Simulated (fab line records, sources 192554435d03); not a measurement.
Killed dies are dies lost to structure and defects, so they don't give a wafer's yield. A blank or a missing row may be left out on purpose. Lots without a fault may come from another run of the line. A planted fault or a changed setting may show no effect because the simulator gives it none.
Which tool did it? | flow n5_finfet | 6 lots, 18 wafers sampled, at 3 steps of a route of 1938

WHAT THE GAUGES READ, wafer by wafer
N5_BEOL_M4_RC_MEAS_101.
lot  | measured     | on        | IGATE_N (nA/um)
L171 | day 7 23:58  | prober-01 | 0.0136 0.0120 0.0108
L174 | day 8 23:14  | prober-01 | 0.0149 0.0130 0.0103
L177 | day 9 17:50  | prober-02 | 0.0107 0.0145 0.0150
L180 | day 10 11:20 | prober-02 | 0.0112 0.0131 0.0136
L183 | day 11 01:20 | prober-02 | 0.0131 0.0129 0.0129
L188 | day 12 16:40 | prober-02 | 0.0125 0.0395 0.0111

WHICH TOOL RAN EACH LOT (tool, then ch and the chambers of the sampled wafers, then the start)
lot  | N5_HKMG_FIN_ETCH_35               | N5_BEOL_M4_SPUTTER_92
L171 | rie_diel-06 ch 1,3, day 4 08:26   | pvd_sputter-03, day 7 19:22
L174 | rie_diel-06 ch 1,2, day 5 07:49   | pvd_sputter-03, day 8 19:03
L177 | rie_diel-01 ch 1,2,3, day 6 00:53 | pvd_sputter-01, day 9 14:12
L180 | rie_diel-05 ch 0,2, day 6 19:53   | pvd_sputter-01, day 10 08:20
L183 | rie_diel-06 ch 2,3, day 7 11:34   | pvd_sputter-01, day 10 23:35
L188 | rie_diel-06 ch 0,1,2, day 8 17:48 | pvd_sputter-03, day 12 15:05
- N5_HKMG_FIN_ETCH_35: etches SOC in N2/H2, target depth 215.8 nm, time 243.4 s.
- N5_BEOL_M4_SPUTTER_92: material Cu, target thk 4.5 nm, time 8.29 s.

THE ANSWER, worked out from the rows above alone
Rule: what is usual is taken from the lots themselves. Put in order of their means at a reading, lots are off if they are a third of the lots or fewer, leave a main group of 4 or more, and stand apart from it by a gap of 3 or more times the standard deviation of the main group's means; of several such gaps the widest counts. A main group whose means are all the same, to the digits that the tables above print for the reading, isn't used. A lot without any number at a reading at which 4 lots or more have one is off too. The other lots that the step has rows for count as sound.
Off: L188, at N5_BEOL_M4_RC_MEAS_101 (IGATE_N). The main group: mean 0.0128 nA/um, standard deviation 0.00041.
A tool fits if, at a process step before that reading, it ran every lot that is off, and no sound lot after the first of them. The gauges at N5_BEOL_M4_RC_MEAS_101 are tried like those tools. Can't be told from this: 3 tools fit, rie_diel-06 at N5_HKMG_FIN_ETCH_35, pvd_sputter-03 at N5_BEOL_M4_SPUTTER_92, prober-02 at N5_BEOL_M4_RC_MEAS_101.

WHAT THE SIMULATOR HAD PUT IN
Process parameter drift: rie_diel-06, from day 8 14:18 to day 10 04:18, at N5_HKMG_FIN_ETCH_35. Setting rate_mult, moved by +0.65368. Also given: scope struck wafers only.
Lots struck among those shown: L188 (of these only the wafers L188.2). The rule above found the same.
